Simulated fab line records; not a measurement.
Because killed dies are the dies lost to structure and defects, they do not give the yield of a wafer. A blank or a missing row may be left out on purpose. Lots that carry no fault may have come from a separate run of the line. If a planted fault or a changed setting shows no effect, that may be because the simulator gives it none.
Which tool was responsible?	flow nand_harc	7 lots, 21 wafers sampled, at 3 steps of a route of 1302

## WHAT EACH GAUGE READ, for each wafer
NHARC_A_ONON_D1_THK_MEAS_05: measures by ellipsometry.
lot	measured	on	thk_nm (nm)
L939	day 8 15:25	film_metro-02	1001 1000 1001
L941	day 9 06:26	film_metro-01	1022 1022 1021
L938	day 10 06:15	film_metro-02	1009 1007 1010
L947	day 11 19:25	film_metro-02	994 994 991
L950	day 13 18:31	film_metro-02	995 994 995
L957	day 16 03:21	film_metro-01	1007 1006 1006
L959	day 16 18:37	film_metro-01	987 989 986

## TOOL THAT RAN EACH LOT (tool first, then ch and the chambers of the sampled wafers, then the start)
lot	NHARC_A_ZERO_WELL_RTA_16	NHARC_A_ONON_D1_DEP_03
L939	rtp_anneal-01 ch 0, day 7 16:25	pecvd_onon-02 ch 0, day 8 14:55
L941	rtp_anneal-01 ch 0, day 8 09:17	pecvd_onon-01 ch 0, day 9 05:59
L938	rtp_anneal-01 ch 0, day 9 06:57	pecvd_onon-03 ch 0, day 10 05:45
L947	rtp_anneal-01 ch 0, day 10 23:38	pecvd_onon-02 ch 0, day 11 18:54
L950	rtp_anneal-02 ch 0, day 12 18:08	pecvd_onon-03 ch 0, day 13 18:00
L957	rtp_anneal-01 ch 0, day 15 04:28	pecvd_onon-01 ch 0, day 16 02:48
L959	rtp_anneal-01 ch 0, day 15 21:25	pecvd_onon-03 ch 0, day 16 18:07
- NHARC_A_ZERO_WELL_RTA_16: time 10 s.
- NHARC_A_ONON_D1_DEP_03: target thk 1000 nm.

## THE ANSWER, worked out from the rows above alone
Rule: what is usual is taken from the lots themselves. The widest of any qualifying gaps counts: lots, ordered by their means at a reading, are off when they make up no more than a third of the lots, leave a main group of 4 or more, and stand apart from it by 3 or more times the standard deviation of that group's means. The tables above print the reading to a certain number of digits; a main group whose means all agree to those digits is not used. A lot without any number at a reading at which 4 lots or more have one is off too. Any other lot the step has rows for is counted as sound.
None of the lots is off at any reading shown; this tells nothing.

## WHAT HAD BEEN PUT IN BY THE SIMULATOR
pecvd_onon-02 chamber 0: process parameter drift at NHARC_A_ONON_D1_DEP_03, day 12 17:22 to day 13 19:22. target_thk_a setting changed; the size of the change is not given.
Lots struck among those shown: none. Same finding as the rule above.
